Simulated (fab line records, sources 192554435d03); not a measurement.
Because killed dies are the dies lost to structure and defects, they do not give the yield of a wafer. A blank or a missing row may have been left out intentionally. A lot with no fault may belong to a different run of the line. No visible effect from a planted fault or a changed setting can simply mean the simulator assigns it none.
Chamber matching    flow n5-finfet    rie-diel-05 running N5_BEOL_M0_SAQP_STRIP_75: 4 sister chambers
The step strips in CF4. 27 wafers are shown with their chamber, then 12 later ones without.

## EACH WAFER AND ITS CHAMBER
wafer   chamber  drypump-motor-current-A (A)  throttle-valve-pct (%)  showerhead-plenum-p-Torr (Torr)
L077.4  2        5.8                          13.83                   1.82
L077.5  2        5.8                          13.84                   1.82
L077.6  1        4.9                          13.24                   1.75
L080.2  0        4.9                          13.88                   1.78
L080.3  3        5.4                          13.34                   1.80
L080.6  2        5.8                          13.84                   1.82
L082.1  2        5.8                          13.84                   1.82
L082.2  1        5.0                          13.28                   1.75
L082.3  3        5.4                          13.36                   1.80
L082.4  0        4.9                          13.90                   1.78
L082.5  3        5.4                          13.37                   1.80
L082.6  0        4.9                          13.88                   1.78
L083.2  2        5.8                          13.86                   1.82
L083.3  3        5.4                          13.34                   1.80
L083.6  3        5.4                          13.36                   1.80
L085.1  1        4.9                          13.28                   1.75
L085.2  2        5.8                          13.86                   1.82
L085.3  0        4.9                          13.90                   1.78
L090.2  3        5.4                          13.38                   1.80
L090.3  1        5.0                          13.29                   1.74
L090.4  0        4.9                          13.91                   1.77
L091.1  2        5.8                          13.88                   1.81
L091.3  1        4.9                          13.30                   1.74
L091.6  3        5.4                          13.40                   1.80
L092.2  0        4.9                          13.93                   1.77
L092.5  1        4.9                          13.31                   1.74
L092.6  2        5.8                          13.89                   1.81

SIGNATURES (averages over the wafers above)
reading                   chamber 0  chamber 1  chamber 2  chamber 3  scatter within a chamber
drypump-motor-current-A   4.900      4.933      5.800      5.400      0.0241
throttle-valve-pct        13.9000    13.2833    13.8550    13.3643    0.0216
showerhead-plenum-p-Torr  1.7767     1.7450     1.8175     1.8000     0.00434
Rule: for each reading, subtract the chamber's mean from the wafer's reading, divide by that reading's scatter and square the result; add these up over the readings and take the root, which gives the wafer's distance from the chamber. The wafer belongs to the nearest chamber; if the next one is less than 2 further off, it can't be placed. The scatter: the root of (the sum of the squares of (reading less its chamber's mean) over the shown wafers, divided by (wafers less chambers)).

## WAFERS MISSING THEIR CHAMBER
wafer   drypump-motor-current-A (A)  throttle-valve-pct (%)  showerhead-plenum-p-Torr (Torr)
L093.1  5.4                          13.39                   1.80
L093.3  5.0                          13.31                   1.74
L093.6  5.8                          13.87                   1.81
L094.1  4.9                          13.31                   1.74
L094.2  5.8                          13.90                   1.81
L094.3  5.4                          13.40                   1.80
L096.1  4.9                          13.95                   1.77
L096.2  5.8                          13.91                   1.81
L096.3  5.4                          13.41                   1.79
L096.4  4.9                          13.32                   1.74
L096.5  5.8                          13.92                   1.81
L096.6  4.9                          13.32                   1.74

## EACH ONE'S CHAMBER
wafer   from the rows above  in truth
L093.1  3                    3
L093.3  1                    1
L093.6  2                    2
L094.1  1                    1
L094.2  2                    2
L094.3  3                    3
L096.1  0                    0
L096.2  2                    2
L096.3  3                    3
L096.4  1                    1
L096.5  2                    2
L096.6  1                    1
Correctly placed: 12 of 12. Can't be placed from these rows: 0. 0 placed wrongly.
